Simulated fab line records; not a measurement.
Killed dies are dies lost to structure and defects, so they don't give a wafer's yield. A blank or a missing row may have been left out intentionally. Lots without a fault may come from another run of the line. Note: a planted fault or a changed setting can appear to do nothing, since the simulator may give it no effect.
The tool behind it: which one? + flow n5-finfet + Sampling: 24 lots, 72 wafers, 6 of 1938 route steps

WHAT EACH GAUGE READ, for each wafer
N5_BEOL_M0_RS_MEAS_126: a four-point-probe measurement.
| lot  | measured     | on            | M0_RS (ohm/sq)    |
|------|--------------|---------------|-------------------|
| L074 | day 5 21:53  | film-metro-01 | 0.535 0.527 0.521 |
| L075 | day 6 04:55  | film-metro-02 | 0.516 0.509 0.516 |
| L076 | day 6 13:31  | film-metro-01 | 0.568 0.545 0.518 |
| L077 | day 6 17:24  | film-metro-02 | 0.516 0.495 0.506 |
| L078 | day 6 23:23  | film-metro-02 | 0.526 0.567 0.537 |
| L079 | day 7 03:47  | film-metro-02 | 0.563 0.550 0.532 |
| L080 | day 7 09:53  | film-metro-01 | 0.544 0.506 0.500 |
| L082 | day 7 21:52  | film-metro-02 | 0.546 0.541 0.531 |
| L081 | day 7 22:10  | film-metro-01 | 0.522 0.524 0.508 |
| L083 | day 8 05:22  | film-metro-01 | 0.532 0.538 0.535 |
| L084 | day 8 12:43  | film-metro-02 | 0.523 0.549 0.505 |
| L086 | day 9 02:31  | film-metro-02 | 0.548 0.544 0.524 |
| L085 | day 9 02:45  | film-metro-02 | 0.553 0.553 0.529 |
| L087 | day 9 09:53  | film-metro-01 | 0.512 0.522 0.519 |
| L088 | day 9 11:40  | film-metro-01 | 0.539 0.552 0.529 |
| L089 | day 9 18:46  | film-metro-01 | 0.558 0.545 0.565 |
| L091 | day 10 00:28 | film-metro-02 | 0.539 0.541 0.552 |
| L090 | day 10 00:44 | film-metro-01 | 0.536 0.543 0.530 |
| L092 | day 10 12:17 | film-metro-02 | 0.554 0.544 0.549 |
| L093 | day 10 15:45 | film-metro-01 | 0.594 0.570 0.555 |
| L094 | day 10 20:46 | film-metro-01 | 0.551 0.564 0.533 |
| L095 | day 11 06:13 | film-metro-01 | 0.526 0.539 0.534 |
| L097 | day 11 16:54 | film-metro-02 | 0.541 0.541 0.527 |
| L096 | day 11 22:16 | film-metro-02 | 0.549 0.530 0.528 |

N5_BEOL_M1_OVL_MEAS_12.
| lot  | measured     | on         | M1_OVL (nm)    |
|------|--------------|------------|----------------|
| L074 | day 6 01:11  | overlay-02 | 0.0 0.2 -0.5   |
| L075 | day 6 07:14  | overlay-01 | -1.7 0.2 0.4   |
| L076 | day 6 15:43  | overlay-02 | -0.5 -0.5 0.1  |
| L077 | day 6 19:07  | overlay-01 | -0.2 0.0 -0.5  |
| L078 | day 7 00:54  | overlay-01 | 0.3 -0.7 -1.1  |
| L079 | day 7 04:30  | overlay-01 | 0.1 0.4 0.5    |
| L080 | day 7 13:20  | overlay-01 | -0.7 -0.6 -0.1 |
| L082 | day 7 22:44  | overlay-01 | -0.2 0.7 0.6   |
| L081 | day 8 00:36  | overlay-02 | -0.2 -1.2 0.0  |
| L083 | day 8 09:14  | overlay-01 | 0.9 0.4 -0.3   |
| L084 | day 8 13:49  | overlay-02 | 0.1 0.2 -0.2   |
| L086 | day 9 07:13  | overlay-01 | -0.1 0.1 -0.1  |
| L085 | day 9 07:24  | overlay-02 | 0.8 -1.2 -0.7  |
| L087 | day 9 10:40  | overlay-02 | 0.4 1.0 0.1    |
| L088 | day 9 13:04  | overlay-02 | 0.4 0.6 0.8    |
| L089 | day 9 21:47  | overlay-02 | -0.7 0.1 -0.3  |
| L091 | day 10 02:55 | overlay-02 | -1.5 -1.0 -1.7 |
| L090 | day 10 02:58 | overlay-02 | -0.1 0.0 0.1   |
| L092 | day 10 14:38 | overlay-02 | -0.7 -1.1 -0.5 |
| L093 | day 10 18:14 | overlay-01 | -1.3 0.1 -1.0  |
| L094 | day 10 21:40 | overlay-02 | 0.2 -0.4 -0.8  |
| L095 | day 11 08:31 | overlay-02 | -0.7 -0.6 -1.4 |
| L097 | day 11 19:12 | overlay-01 | 1.6 -0.2 1.3   |
| L096 | day 12 02:50 | overlay-01 | -1.7 -2.1 -1.8 |

N5_BEOL_M1_OVL_MEAS_29.
| lot  | measured     | on         | V0_OVL (nm)    |
|------|--------------|------------|----------------|
| L074 | day 6 02:03  | overlay-02 | 0.9 0.3 0.0    |
| L075 | day 6 08:07  | overlay-01 | 1.3 0.3 -0.3   |
| L076 | day 6 16:43  | overlay-02 | 0.4 0.9 1.1    |
| L077 | day 6 20:09  | overlay-02 | 1.1 0.9 1.4    |
| L078 | day 7 01:59  | overlay-01 | 0.7 1.0 1.3    |
| L079 | day 7 05:22  | overlay-02 | 0.2 -0.3 0.5   |
| L080 | day 7 14:26  | overlay-01 | 0.6 -0.4 -0.1  |
| L082 | day 7 23:55  | overlay-02 | 0.7 0.7 0.1    |
| L081 | day 8 01:42  | overlay-01 | -0.1 -1.1 0.2  |
| L083 | day 8 10:11  | overlay-01 | 0.2 0.6 -0.6   |
| L084 | day 8 14:52  | overlay-02 | -0.4 0.3 0.6   |
| L086 | day 9 08:41  | overlay-02 | -0.1 -0.4 0.3  |
| L085 | day 9 08:46  | overlay-01 | 0.0 -1.0 -0.9  |
| L087 | day 9 11:44  | overlay-02 | -0.3 -0.4 0.2  |
| L088 | day 9 14:03  | overlay-01 | 0.8 1.1 -0.6   |
| L089 | day 9 22:47  | overlay-01 | -0.6 -0.4 0.3  |
| L091 | day 10 03:53 | overlay-02 | 0.0 0.2 0.8    |
| L090 | day 10 05:02 | overlay-02 | 0.3 -0.5 -0.4  |
| L092 | day 10 15:52 | overlay-01 | -0.3 -0.3 -0.5 |
| L093 | day 10 19:31 | overlay-02 | 0.4 0.9 0.5    |
| L094 | day 10 22:44 | overlay-01 | 0.4 0.3 -0.1   |
| L095 | day 11 09:34 | overlay-02 | 0.6 0.6 0.1    |
| L097 | day 11 20:05 | overlay-02 | 0.3 0.2 1.1    |
| L096 | day 12 03:51 | overlay-02 | 0.2 -0.2 -0.1  |

WHAT TOOL EACH LOT RAN ON (gives the tool, then ch and the chambers of the sampled wafers, and finally the start)
| lot  | N5_BEOL_M0_ANNEAL_135        | N5_BEOL_M0_ANNEAL_119            | N5_BEOL_M1_STRIP_19                |
|------|------------------------------|----------------------------------|------------------------------------|
| L074 | pvd-sputter-02, day 5 20:07  | rtp-anneal-01 ch 0, day 5 21:04  | rie-diel-03 ch 1,3, day 6 01:38    |
| L075 | pvd-sputter-03, day 6 03:46  | rtp-anneal-01 ch 0, day 6 04:05  | rie-diel-04 ch 0,1,2, day 6 07:41  |
| L076 | pvd-sputter-01, day 6 12:22  | rtp-anneal-01 ch 0, day 6 12:40  | rie-diel-03 ch 0,3, day 6 16:10    |
| L077 | pvd-sputter-01, day 6 16:07  | rtp-anneal-02 ch 0, day 6 16:35  | rie-diel-04 ch 0,2, day 6 19:34    |
| L078 | pvd-sputter-02, day 6 22:16  | rtp-anneal-02 ch 0, day 6 22:31  | rie-diel-03 ch 0,1,3, day 7 01:34  |
| L079 | pvd-sputter-01, day 7 02:41  | rtp-anneal-01 ch 0, day 7 03:01  | rie-diel-05 ch 0,1,3, day 7 04:56  |
| L080 | pvd-sputter-03, day 7 08:40  | rtp-anneal-01 ch 0, day 7 08:54  | rie-diel-05 ch 1,2,3, day 7 13:53  |
| L082 | pvd-sputter-01, day 7 20:19  | rtp-anneal-01 ch 0, day 7 21:01  | rie-diel-03 ch 0,1,2, day 7 23:22  |
| L081 | pvd-sputter-01, day 7 20:50  | rtp-anneal-02 ch 0, day 7 21:19  | rie-diel-03 ch 0,2,3, day 8 01:17  |
| L083 | pvd-sputter-02, day 8 04:11  | rtp-anneal-01 ch 0, day 8 04:25  | rie-diel-03 ch 0,1, day 8 09:46    |
| L084 | pvd-sputter-01, day 8 11:35  | rtp-anneal-02 ch 0, day 8 11:50  | rie-diel-03 ch 0,1,2, day 8 14:19  |
| L086 | pvd-sputter-03, day 9 00:55  | rtp-anneal-02 ch 0, day 9 01:37  | rie-diel-03 ch 1,2, day 9 08:08    |
| L085 | pvd-sputter-03, day 9 01:28  | rtp-anneal-01 ch 0, day 9 01:55  | rie-diel-03 ch 0,1,3, day 9 08:19  |
| L087 | pvd-sputter-02, day 9 08:35  | rtp-anneal-02 ch 0, day 9 09:08  | rie-diel-04 ch 0,2,3, day 9 11:19  |
| L088 | pvd-sputter-02, day 9 10:35  | rtp-anneal-02 ch 0, day 9 10:49  | rie-diel-03 ch 0,1,3, day 9 13:31  |
| L089 | pvd-sputter-01, day 9 17:40  | rtp-anneal-01 ch 0, day 9 17:59  | rie-diel-04 ch 2,3, day 9 22:22    |
| L091 | pvd-sputter-03, day 9 22:58  | rtp-anneal-01 ch 0, day 9 23:34  | rie-diel-03 ch 0,1,3, day 10 03:28 |
| L090 | pvd-sputter-01, day 9 23:19  | rtp-anneal-01 ch 0, day 9 23:50  | rie-diel-05 ch 0,1,3, day 10 03:41 |
| L092 | pvd-sputter-01, day 10 10:40 | rtp-anneal-02 ch 0, day 10 11:01 | rie-diel-04 ch 0,1,2, day 10 15:19 |
| L093 | pvd-sputter-03, day 10 14:34 | rtp-anneal-01 ch 0, day 10 14:48 | rie-diel-05 ch 0,1,2, day 10 19:06 |
| L094 | pvd-sputter-02, day 10 19:41 | rtp-anneal-01 ch 0, day 10 19:55 | rie-diel-03 ch 0,2, day 10 22:12   |
| L095 | pvd-sputter-02, day 11 04:52 | rtp-anneal-02 ch 0, day 11 05:05 | rie-diel-05 ch 1,2, day 11 09:01   |
| L097 | pvd-sputter-01, day 11 15:44 | rtp-anneal-02 ch 0, day 11 16:01 | rie-diel-04 ch 1,2, day 11 19:40   |
| L096 | pvd-sputter-02, day 11 20:54 | rtp-anneal-01 ch 0, day 11 21:08 | rie-diel-04 ch 0,1,2, day 12 03:19 |
- N5_BEOL_M0_ANNEAL_135: time 60 s.
- N5_BEOL_M0_ANNEAL_119: time 90 s.
- N5_BEOL_M1_STRIP_19: strips in O2.

AS READ BY THE TOOLS THEMSELVES (means over the sampled wafers that have a number; for cases with no such wafer, the mark the record gives instead)
N5_BEOL_M0_ANNEAL_135.
| lot  | tool           | heater-power-w (W) | susceptor-temp-C (C) |
|------|----------------|--------------------|----------------------|
| L074 | pvd-sputter-02 | 877                | 400.07               |
| L075 | pvd-sputter-03 | 754                | 399.84               |
| L076 | pvd-sputter-01 | 761                | 399.85               |
| L077 | pvd-sputter-01 | 753                | 399.81               |
| L078 | pvd-sputter-02 | 850                | 400.21               |
| L079 | pvd-sputter-01 | 815                | 399.83               |
| L080 | pvd-sputter-03 | 866                | 400.13               |
| L082 | pvd-sputter-01 | 811                | 399.99               |
| L081 | pvd-sputter-01 | 808                | 400.10               |
| L083 | pvd-sputter-02 | 856                | 400.13               |
| L084 | pvd-sputter-01 | 796                | 399.90               |
| L086 | pvd-sputter-03 | 934                | 400.19               |
| L085 | pvd-sputter-03 | 948                | 399.91               |
| L087 | pvd-sputter-02 | 871                | 399.94               |
| L088 | pvd-sputter-02 | 839                | 399.98               |
| L089 | pvd-sputter-01 | 811                | 400.02               |
| L091 | pvd-sputter-03 | 846                | 400.10               |
| L090 | pvd-sputter-01 | 824                | 400.06               |
| L092 | pvd-sputter-01 | 809                | 400.01               |
| L093 | pvd-sputter-03 | 955                | 399.92               |
| L094 | pvd-sputter-02 | 832                | 399.71               |
| L095 | pvd-sputter-02 | 876                | 399.99               |
| L097 | pvd-sputter-01 | 729                | 400.07               |
| L096 | pvd-sputter-02 | 854                | 399.98               |

N5_BEOL_M0_ANNEAL_119.
| lot  | tool          | wafer_temp_C_max |
|------|---------------|------------------|
| L074 | rtp-anneal-01 | 226.6            |
| L075 | rtp-anneal-01 | 226.3            |
| L076 | rtp-anneal-01 | 226.2            |
| L077 | rtp-anneal-02 | 226.0            |
| L078 | rtp-anneal-02 | 225.9            |
| L079 | rtp-anneal-01 | 226.3            |
| L080 | rtp-anneal-01 | 226.4            |
| L082 | rtp-anneal-01 | 226.4            |
| L081 | rtp-anneal-02 | 226.0            |
| L083 | rtp-anneal-01 | 226.1            |
| L084 | rtp-anneal-02 | 225.6            |
| L086 | rtp-anneal-02 | 226.0            |
| L085 | rtp-anneal-01 | 226.5            |
| L087 | rtp-anneal-02 | 226.1            |
| L088 | rtp-anneal-02 | 226.1            |
| L089 | rtp-anneal-01 | 226.1            |
| L091 | rtp-anneal-01 | 226.0            |
| L090 | rtp-anneal-01 | 226.7            |
| L092 | rtp-anneal-02 | 226.0            |
| L093 | rtp-anneal-01 | 226.4            |
| L094 | rtp-anneal-01 | 226.1            |
| L095 | rtp-anneal-02 | 225.9            |
| L097 | rtp-anneal-02 | 225.9            |
| L096 | rtp-anneal-01 | 226.2            |

N5_BEOL_M1_STRIP_19.
| lot  | tool        | drypump-motor-current-A (A) | o2-flow-sccm (sccm) | oes-product-au (a.u.) | rf-vpp-V (V) | showerhead-plenum-p-Torr (Torr) | throttle-valve-pct (%) |
|------|-------------|-----------------------------|---------------------|-----------------------|--------------|---------------------------------|------------------------|
| L074 | rie-diel-03 | 5.9                         | 225.1               | 0.85                  | 3.2          | 2.07                            | 16.58                  |
| L075 | rie-diel-04 | 6.1                         | 225.7               | 0.79                  | 3.5          | 2.14                            | 16.64                  |
| L076 | rie-diel-03 | 6.1                         | 224.6               | 0.73                  | 3.6          | 2.07                            | 16.72                  |
| L077 | rie-diel-04 | 5.8                         | 225.2               | 0.82                  | 3.7          | 2.18                            | 16.52                  |
| L078 | rie-diel-03 | 6.0                         | 225.2               | 0.79                  | 3.9          | 2.07                            | 16.66                  |
| L079 | rie-diel-05 | 5.6                         | 224.5               | 0.81                  | 3.2          | 2.17                            | 16.71                  |
| L080 | rie-diel-05 | 5.7                         | 224.9               | 0.78                  | 3.7          | 2.19                            | 16.75                  |
| L082 | rie-diel-03 | 5.9                         | 225.1               | 0.79                  | 3.5          | 2.07                            | 16.57                  |
| L081 | rie-diel-03 | 5.8                         | 224.9               | 0.73                  | 3.5          | 2.08                            | 16.68                  |
| L083 | rie-diel-03 | 6.3                         | 224.8               | 0.78                  | 3.5          | 2.07                            | 16.63                  |
| L084 | rie-diel-03 | 6.0                         | 225.1               | 0.78                  | 3.7          | 2.07                            | 16.59                  |
| L086 | rie-diel-03 | 5.6                         | 224.8               | 0.79                  | 3.9          | 2.08                            | 16.55                  |
| L085 | rie-diel-03 | 6.0                         | 224.6               | 0.77                  | 4.2          | 2.06                            | 16.69                  |
| L087 | rie-diel-04 | 6.1                         | 224.6               | 0.75                  | 3.6          | 2.13                            | 16.62                  |
| L088 | rie-diel-03 | 6.0                         | 225.3               | 0.77                  | 3.4          | 2.06                            | 16.69                  |
| L089 | rie-diel-04 | 6.5                         | 225.0               | 0.71                  | 3.8          | 2.09                            | 16.69                  |
| L091 | rie-diel-03 | 6.0                         | 224.8               | 0.76                  | 3.3          | 2.06                            | 16.70                  |
| L090 | rie-diel-05 | 5.6                         | 225.0               | 0.78                  | 3.9          | 2.17                            | 16.75                  |
| L092 | rie-diel-04 | 6.0                         | 224.1               | 0.77                  | 3.5          | 2.13                            | 16.70                  |
| L093 | rie-diel-05 | 5.6                         | 224.6               | 0.74                  | 3.7          | 2.15                            | 16.85                  |
| L094 | rie-diel-03 | 6.1                         | 225.0               | 0.72                  | 3.8          | 2.07                            | 16.69                  |
| L095 | rie-diel-05 | 5.7                         | 225.4               | 0.71                  | 3.5          | 2.16                            | 16.90                  |
| L097 | rie-diel-04 | 6.3                         | 224.8               | 0.74                  | 3.6          | 2.09                            | 16.83                  |
| L096 | rie-diel-04 | 6.1                         | 225.3               | 0.76                  | 4.4          | 2.13                            | 16.72                  |

THE ANSWER, worked out from the rows above alone
Rule: the usual values come from the lots themselves. The widest of any qualifying gaps counts: lots, ordered by their means at a reading, are off when they make up no more than a third of the lots, leave a main group of 4 or more, and stand apart from it by 3 or more times the standard deviation of that group's means. A main group whose means are all the same, to the digits that the tables above print for the reading, isn't used. A lot without any number at a reading at which 4 lots or more have one is off too. Where the step has rows for the other lots, those lots are counted as sound. First the gauges in route order, then the tools' own readings, where a lot's mean is used as printed above. At the first step where some lot is off, the reading lying furthest off is the one used; lots without a number count as furthest.
Nothing can be told from this: no lot is off at any reading shown.

WHAT THE SIMULATOR HAD INSERTED
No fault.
